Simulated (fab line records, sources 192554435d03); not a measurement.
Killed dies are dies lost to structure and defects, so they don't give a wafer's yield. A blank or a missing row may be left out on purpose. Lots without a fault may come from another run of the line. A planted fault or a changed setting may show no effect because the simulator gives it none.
Chamber matching | flow n5_finfet | N5_BEOL_M3_DESCUM_16 on rie_diel-02: 4 sister chambers
The step chemistry O2, time 7 s. 4 wafers are shown with their chamber, then 7 later ones without.

WAFERS WITH THEIR CHAMBER
wafer  | chamber | throttle_valve_pct (%)
L077.5 | 3       | 20.71
L080.4 | 2       | 20.29
L081.1 | 1       | 20.08
L081.2 | 0       | 20.21

WAFERS WITHOUT THEIR CHAMBER
wafer  | throttle_valve_pct (%)
L081.6 | 20.73
L082.1 | 20.34
L082.3 | 20.73
L082.4 | 20.09
L083.2 | 20.21
L083.3 | 20.71
L083.6 | 20.23

WHICH CHAMBER EACH WENT THROUGH
wafer  | from the rows above     | in truth
L081.6 | 3                       | 3
L082.1 | 2                       | 2
L082.3 | 3                       | 3
L082.4 | 1                       | 1
L083.2 | 0                       | 0
L083.3 | 3                       | 3
L083.6 | can't be placed: 0 or 2 | 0
Placed correctly: 6 of 7. Can't be placed from these rows: 1 (the true chamber is among the candidates in 1). Placed wrongly: 0.
How it was worked out, from the rows above alone: a wafer's distance from a chamber is the root of the sum, over the readings, of the square of ((its reading less the chamber's mean) divided by the reading's scatter). The wafer belongs to the nearest chamber; if the next one is less than 2 further off, it can't be placed. A chamber's mean is the mean of its shown wafers. The scatter: with one shown wafer a chamber, the root of the mean of the squares of how far each hidden wafer lies from its nearest shown one.
